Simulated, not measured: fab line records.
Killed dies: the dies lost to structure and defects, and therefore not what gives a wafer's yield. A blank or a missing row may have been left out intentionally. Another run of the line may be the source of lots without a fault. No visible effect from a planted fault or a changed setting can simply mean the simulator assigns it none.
The same fault as seen by 2 desks :: flow n5-finfet :: numbers are kept per desk, each desk with only its own; the story behind them comes last

== DESK OF THE TOOL OWNER: rie-si-02 ==
The tool's own readings at N5_SD_EPI_P_SD_RECESS_17 (chemistry HBr/Cl2/O2, target depth 39.1 nm, bt time 3 s): means of the sampled wafers that have a number, for each lot that ran on this tool. A lot is out of limits, marked OUT, if its mean lies more than 4 standard deviations from the usual mean; the brackets give that distance.
Columns: A = drypump-motor-current-A at N5_SD_EPI_P_SD_RECESS_17, usual 5.8 A; B = oes-product-au at N5_SD_EPI_P_SD_RECESS_17, usual 1.005 a.u.; C = throttle-valve-pct at N5_SD_EPI_P_SD_RECESS_17, usual 37.0 %
lot: L389
first seen here: day 3 18:50
A: 5.7
B: 0.998
C: 37.0

lot: L394
first seen here: day 5 00:06
A: 5.9
B: 0.983
C: 36.7

lot: L398
first seen here: day 6 00:29
A: 5.9
B: 1.035
C: 36.7

lot: L399
first seen here: day 6 14:19
A: 5.7
B: 1.048
C: 37.1
This desk's finding: nothing out of limits on any of the 4 lots.

== THE METROLOGY DESK ==
Means of the sampled wafers that have a number, per lot and without regard to the tool the lot ran on: this is what the gauges read. A lot is out of limits, marked OUT, if its mean lies more than 4 standard deviations from the usual mean; the brackets give that distance. Of its 17 readings 7 are shown: the one that was out of limits first, and those that lie furthest out on some lot.
Columns: A = CJ_P at N5_BEOL_M4_RC_MEAS_101, usual 5.82; B = DIBL_P at N5_BEOL_M4_RC_MEAS_101, usual 36.2 mV/V; C = IOFF_P at N5_BEOL_M4_RC_MEAS_101, usual 0.22 nA/um; D = IOFF_P_85C at N5_BEOL_M4_RC_MEAS_101, usual 3.7 nA/um; E = IOFF_P_LIN at N5_BEOL_M4_RC_MEAS_101, usual 0.102 nA/um; F = REXT_P at N5_BEOL_M4_RC_MEAS_101, usual 100.7 ohm.um; G = SS_P at N5_BEOL_M4_RC_MEAS_101, usual 73.2 mV/dec
lot: L389
first seen here: day 3 16:27
A: 5.94
B: 34.6
C: 0.17
D: 3.1
E: 0.085
F: 102.3
G: 72.4

lot: L390
first seen here: day 3 21:33
A: 6.11
B: 33.1
C: 0.16
D: 2.9
E: 0.085
F: 104.8
G: 71.9

lot: L394
first seen here: day 4 22:20
A: 5.71
B: 34.4
C: 0.22
D: 3.7
E: 0.106
F: 100.4
G: 73.0

lot: L398
first seen here: day 5 22:53
A: 5.74
B: 35.6
C: 0.21
D: 3.7
E: 0.101
F: 101.2
G: 73.5

lot: L399
first seen here: day 6 12:19
A: 5.08
B: 45.7 (+4.7) OUT
C: 5.84 (+99 or more) OUT
D: 49.8 (+79) OUT
E: 0.164
F: 99.4
G: 92.3 (+27) OUT

lot: L402
first seen here: day 7 02:19
A: 5.64
B: 35.4
C: 0.17
D: 3.0
E: 0.082
F: 101.8
G: 72.5

lot: L403
first seen here: day 7 05:38
A: 6.15
B: 35.4
C: 0.21
D: 3.7
E: 0.101
F: 99.5
G: 72.9

lot: L404
first seen here: day 7 13:22
A: 5.54
B: 38.5
C: 0.24
D: 4.0
E: 0.108
F: 102.1
G: 74.3

lot: L410
first seen here: day 9 06:36
A: 5.96
B: 35.8
C: 0.15
D: 2.8
E: 0.076
F: 99.5
G: 73.0
This desk finds L399 out of limits, with the earliest case on L399 at day 11 03:49 (DIBL_P at N5_BEOL_M4_RC_MEAS_101). L389, L390, L394, L398, L402, L403, L404, L410: within limits.

== PUT TOGETHER ==
On L399, the metrology desk was in a position to raise an alarm at day 11 03:49.
The desk of the tool owner found nothing out of limits.
The tool owner's desk has L399 on record, within its limits.
On rie-si-02, each named lot ran N5_SD_EPI_P_SD_RECESS_17.

== WHAT THE SIMULATOR PUT IN ==
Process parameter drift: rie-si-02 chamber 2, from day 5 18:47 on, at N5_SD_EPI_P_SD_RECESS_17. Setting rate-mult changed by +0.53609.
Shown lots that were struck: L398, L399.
Per desk, hours elapsed from the start of the fault to the first reading out of limits: for the metrology desk, 129.
